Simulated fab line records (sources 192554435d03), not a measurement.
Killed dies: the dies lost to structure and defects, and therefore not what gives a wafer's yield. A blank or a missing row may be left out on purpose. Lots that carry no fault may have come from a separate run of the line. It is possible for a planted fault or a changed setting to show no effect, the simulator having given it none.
Chamber matching ; flow n5-finfet ; rie-diel-05 running N5_BEOL_M7_ETCH_72: 4 sister chambers
The step etches underlayer in N2/H2, target depth 6.5 nm, time 5.2 s. 8 wafers are shown with their chamber, then 10 later ones without.

== WAFERS, EACH WITH ITS CHAMBER ==
wafer;chamber;drypump-motor-current-A (A);showerhead-plenum-p-Torr (Torr)
L080.2;3;5.4;2.50
L088.2;2;5.4;2.67
L088.5;1;5.3;2.68
L090.1;1;5.3;2.68
L090.2;2;5.4;2.67
L090.3;0;6.3;2.47
L092.4;3;5.3;2.49
L092.5;0;6.3;2.47

== WAFERS WITH NO CHAMBER GIVEN ==
wafer;drypump-motor-current-A (A);showerhead-plenum-p-Torr (Torr)
L092.6;5.3;2.50
L093.1;5.3;2.67
L093.4;6.3;2.46
L093.6;5.4;2.67
L096.1;5.3;2.49
L096.3;6.3;2.46
L096.4;5.4;2.66
L097.1;5.3;2.49
L097.3;5.3;2.67
L097.6;5.5;2.66

== CHAMBER TAKEN BY EACH ==
wafer;from the rows above;in truth
L092.6;3;3
L093.1;can't be placed: 2 or 1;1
L093.4;0;0
L093.6;2;2
L096.1;3;3
L096.3;0;0
L096.4;2;2
L097.1;3;3
L097.3;can't be placed: 2 or 1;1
L097.6;2;2
Placed correctly: 8 of 10. Can't be placed from these rows: 2 (the true chamber is among the candidates in 2). 0 placed wrongly.
How it was worked out, from the rows above alone: a wafer's distance from a chamber is the root of the sum, over the readings, of the square of ((its reading less the chamber's mean) divided by the reading's scatter). If the next closest chamber is less than 2 further off than the closest, the wafer can't be placed; otherwise it belongs to the closest. For every chamber, the mean is computed from those of its wafers that are shown. How the scatter is found: for the shown wafers, subtract from each reading the mean of its chamber, square and add these, divide the total by (wafers less chambers), then take the root.
